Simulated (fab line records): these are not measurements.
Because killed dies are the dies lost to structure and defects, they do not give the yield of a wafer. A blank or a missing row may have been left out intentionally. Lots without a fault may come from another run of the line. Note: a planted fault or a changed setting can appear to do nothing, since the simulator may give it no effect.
The tool behind it: which one? ; flow n5-finfet ; 24 lots, 72 wafers sampled, at 2 steps of a route of 1938

WHAT EACH GAUGE READ, for each wafer
N5_BEOL_M6_INSPECT_13: inspects for defects (brightfield). Usual: raw-defect-count reads 407 (standard deviation 86).
lot;measured;on;raw-defect-count;flag
L075;day 8 23:26;defect-inspect-01;428 376 296;
L077;day 9 01:50;defect-inspect-02;439 316 332;
L076;day 9 02:19;defect-inspect-02;334 242 386;
L074;day 9 11:45;defect-inspect-02;594 509 419;
L079;day 9 18:40;defect-inspect-01;323 362 331;
L078;day 9 22:10;defect-inspect-01;464 566 413;
L080;day 9 23:04;defect-inspect-01;238 340 313;
L081;day 10 05:11;defect-inspect-02;459 436 456;
L082;day 10 17:43;defect-inspect-02;303 271 300;
L083;day 10 23:08;defect-inspect-02;283 314 329;
L084;day 11 08:09;defect-inspect-02;393 390 384;
L085;day 11 17:29;defect-inspect-02;481 421 455;
L086;day 11 17:41;defect-inspect-02;614 541 491;
L087;day 12 03:04;defect-inspect-02;384 380 386;
L088;day 12 09:41;defect-inspect-02;515 457 437;
L089;day 12 13:14;defect-inspect-02;505 490 312;
L091;day 12 16:47;defect-inspect-02;378 409 389;
L090;day 13 00:26;defect-inspect-02;458 440 360;
L092;day 13 07:40;defect-inspect-01;459 515 446;
L094;day 13 10:32;defect-inspect-01;312 288 383;
L093;day 13 11:42;defect-inspect-01;329 270 325;
L095;day 14 01:02;defect-inspect-02;269 490 445;
L096;day 14 06:29;defect-inspect-01;356 416 409;
L097;day 14 06:44;defect-inspect-01;488 415 562;

N5_BEOL_M6_CD_MEAS_28: the cd target is 40 nm. Usual: cd-nm reads 39.97 nm (standard deviation 0.27).
lot;measured;on;cd-nm (nm);flag
L075;day 9 00:22;cd-sem-02;39.42 39.73 39.91;
L077;day 9 05:41;cd-sem-03;39.71 39.68 40.14;
L076;day 9 05:31;cd-sem-03;40.35 40.21 40.05;
L074;day 9 15:37;cd-sem-01;39.92 40.07 39.81;
L079;day 9 20:38;cd-sem-03;40.00 40.07 40.01;
L078;day 10 00:57;cd-sem-02;40.18 40.68 40.76;
L080;day 10 01:04;cd-sem-01;39.79 39.97 39.76;
L081;day 10 06:44;cd-sem-01;39.86 40.22 40.21;
L082;day 10 20:52;cd-sem-03;39.92 39.50 39.56;
L083;day 11 00:10;cd-sem-02;39.89 39.99 40.00;
L084;day 11 09:04;cd-sem-02;39.68 39.90 40.08;
L085;day 11 18:30;cd-sem-02;39.96 39.88 39.95;
L086;day 11 19:58;cd-sem-01;39.96 39.55 39.71;
L087;day 12 04:29;cd-sem-03;40.08 40.02 40.29;
L088;day 12 12:59;cd-sem-03;40.45 40.44 40.02;
L089;day 12 15:04;cd-sem-03;39.95 40.07 40.24;
L091;day 12 17:35;cd-sem-01;40.00 40.14 40.20;
L090;day 13 04:43;cd-sem-02;39.66 39.72 40.19;
L092;day 13 09:16;cd-sem-03;40.28 40.08 40.06;
L094;day 13 12:36;cd-sem-01;39.97 40.07 39.36;
L093;day 13 12:46;cd-sem-01;39.56 40.35 40.25;
L095;day 14 01:58;cd-sem-01;39.64 39.80 39.65;
L096;day 14 08:55;cd-sem-03;40.09 39.71 40.03;
L097;day 14 08:58;cd-sem-01;39.90 39.49 39.73;

EACH LOT AND THE TOOL THAT RAN IT (in order: tool; ch and the chambers of the sampled wafers; start)
Before these readings, the record contains no process step.

AS READ BY THE TOOLS THEMSELVES (means over the sampled wafers that have a number; for cases with no such wafer, the mark the record gives instead)
The record holds no such reading with a usual standard deviation.

THE ANSWER, worked out from the rows above alone
Rule: a lot is off if the mean of its wafers that have a number lies more than 3 standard deviations from the usual mean. A lot without any number at a reading at which 4 lots or more have one is off too. Any other lot the step has rows for is counted as sound. First the gauges in route order, then the tools' own readings, where a lot's mean is used as printed above. The first step at which some lot is off is used, and at that step the reading that is off furthest; a lot without a number counts as furthest.
Across all readings shown, no lot is off: no conclusion can be drawn from this.

WHAT HAD BEEN PUT IN BY THE SIMULATOR
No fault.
